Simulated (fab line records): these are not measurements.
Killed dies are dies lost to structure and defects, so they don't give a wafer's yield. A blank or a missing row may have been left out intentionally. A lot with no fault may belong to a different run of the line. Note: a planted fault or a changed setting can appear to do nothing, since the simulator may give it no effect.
Chamber matching / flow nandHarc / rieDiel-10 running NHARC_A_CONTACT_ETCH_90: 4 sister chambers
The step etches the open film in CH3F/O2, target depth 40 nm, time 85.7 s. 4 wafers are shown with their chamber, then 12 later ones without.

## EACH WAFER AND ITS CHAMBER
wafer=L079.5; chamber=1; showerheadPlenumPTorr (Torr)=2.41
wafer=L085.5; chamber=3; showerheadPlenumPTorr (Torr)=2.39
wafer=L088.5; chamber=0; showerheadPlenumPTorr (Torr)=2.51
wafer=L088.6; chamber=2; showerheadPlenumPTorr (Torr)=2.42

## WAFERS WITHOUT THEIR CHAMBER
wafer=L090.2; showerheadPlenumPTorr (Torr)=2.50
wafer=L090.4; showerheadPlenumPTorr (Torr)=2.42
wafer=L090.5; showerheadPlenumPTorr (Torr)=2.51
wafer=L093.1; showerheadPlenumPTorr (Torr)=2.42
wafer=L093.5; showerheadPlenumPTorr (Torr)=2.50
wafer=L093.6; showerheadPlenumPTorr (Torr)=2.39
wafer=L095.3; showerheadPlenumPTorr (Torr)=2.42
wafer=L095.5; showerheadPlenumPTorr (Torr)=2.50
wafer=L095.6; showerheadPlenumPTorr (Torr)=2.38
wafer=L097.2; showerheadPlenumPTorr (Torr)=2.40
wafer=L097.3; showerheadPlenumPTorr (Torr)=2.50
wafer=L097.5; showerheadPlenumPTorr (Torr)=2.38

## CHAMBER TAKEN BY EACH
wafer=L090.2; from the rows above=0; in truth=0
wafer=L090.4; from the rows above=can't be placed: 2 or 1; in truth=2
wafer=L090.5; from the rows above=0; in truth=0
wafer=L093.1; from the rows above=can't be placed: 2 or 1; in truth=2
wafer=L093.5; from the rows above=0; in truth=0
wafer=L093.6; from the rows above=3; in truth=3
wafer=L095.3; from the rows above=can't be placed: 2 or 1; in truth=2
wafer=L095.5; from the rows above=0; in truth=0
wafer=L095.6; from the rows above=3; in truth=3
wafer=L097.2; from the rows above=can't be placed: 3 or 1 or 2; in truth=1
wafer=L097.3; from the rows above=0; in truth=0
wafer=L097.5; from the rows above=3; in truth=3
Correct placement for 8 of the 12. From these rows, 4 cannot be placed; in 4 the true chamber is one of the candidates. Number placed wrongly: 0.
How it was worked out, from the rows above alone: a wafer's distance from a chamber is the root of the sum, over the readings, of the square of ((its reading less the chamber's mean) divided by the reading's scatter). If the next closest chamber is less than 2 further off than the closest, the wafer can't be placed; otherwise it belongs to the closest. Each chamber's mean is taken over the wafers shown for it. The scatter (one wafer shown for each chamber): square how far every hidden wafer sits from the nearest shown wafer, average those squares and take the square root.
